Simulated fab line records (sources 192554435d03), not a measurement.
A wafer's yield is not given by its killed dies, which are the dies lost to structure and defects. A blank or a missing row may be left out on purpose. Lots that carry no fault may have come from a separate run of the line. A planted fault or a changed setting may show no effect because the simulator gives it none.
Chamber matching	flow n5Finfet	N5_BEOL_M1_ALD_84 on aldMetal-04 has 4 sister chambers
The step deposits TaN, pulse time 2 s, purge time 3 s, co reactant purge time 2 s. 27 wafers are shown with their chamber, then 12 later ones without.

## WAFERS WITH THEIR CHAMBER
wafer	chamber	heaterPowerW (W)
L074.3	1	443
L074.4	0	412
L074.5	2	487
L075.3	3	429
L075.4	1	454
L075.6	2	484
L076.1	1	449
L076.2	3	428
L076.5	0	404
L079.1	0	391
L079.3	1	454
L079.5	2	482
L081.1	0	403
L081.3	2	486
L081.6	3	441
L082.1	2	480
L082.4	0	387
L082.5	1	459
L083.3	0	397
L083.5	1	448
L083.6	2	475
L085.2	2	483
L085.3	3	433
L085.5	0	412
L086.2	1	448
L086.3	0	397
L086.6	3	435

SIGNATURES, as means of the wafers listed above
reading	chamber 0	chamber 1	chamber 2	chamber 3	scatter within a chamber
heaterPowerW	400.38	450.71	482.43	433.20	6.44
Rule: for a wafer and a chamber, the distance is found by dividing, reading by reading, the gap between the wafer's reading and the chamber's mean by the reading's scatter, squaring, summing and taking the root. If the next closest chamber is less than 2 further off than the closest, the wafer can't be placed; otherwise it belongs to the closest. The scatter is the square root of a quotient: the sum, over the shown wafers, of each reading's squared deviation from its chamber's mean, divided by wafers minus chambers.

## WAFERS MISSING THEIR CHAMBER
wafer	heaterPowerW (W)
L090.1	403
L090.2	480
L090.6	470
L092.2	438
L092.4	474
L092.6	479
L096.1	450
L096.3	458
L096.5	410
L097.2	435
L097.3	456
L097.6	470

## WHICH CHAMBER EACH ONE RAN IN
wafer	from the rows above	in truth
L090.1	0	0
L090.2	2	2
L090.6	can't be placed: 2 or 1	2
L092.2	can't be placed: 3 or 1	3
L092.4	2	2
L092.6	2	2
L096.1	1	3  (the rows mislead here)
L096.3	1	1
L096.5	0	0
L097.2	3	3
L097.3	1	1
L097.6	can't be placed: 2 or 1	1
Placed correctly: 8 of 12. Unplaceable from these rows: 3, with the true chamber sitting among the candidates in 3. Number placed wrongly: 1.
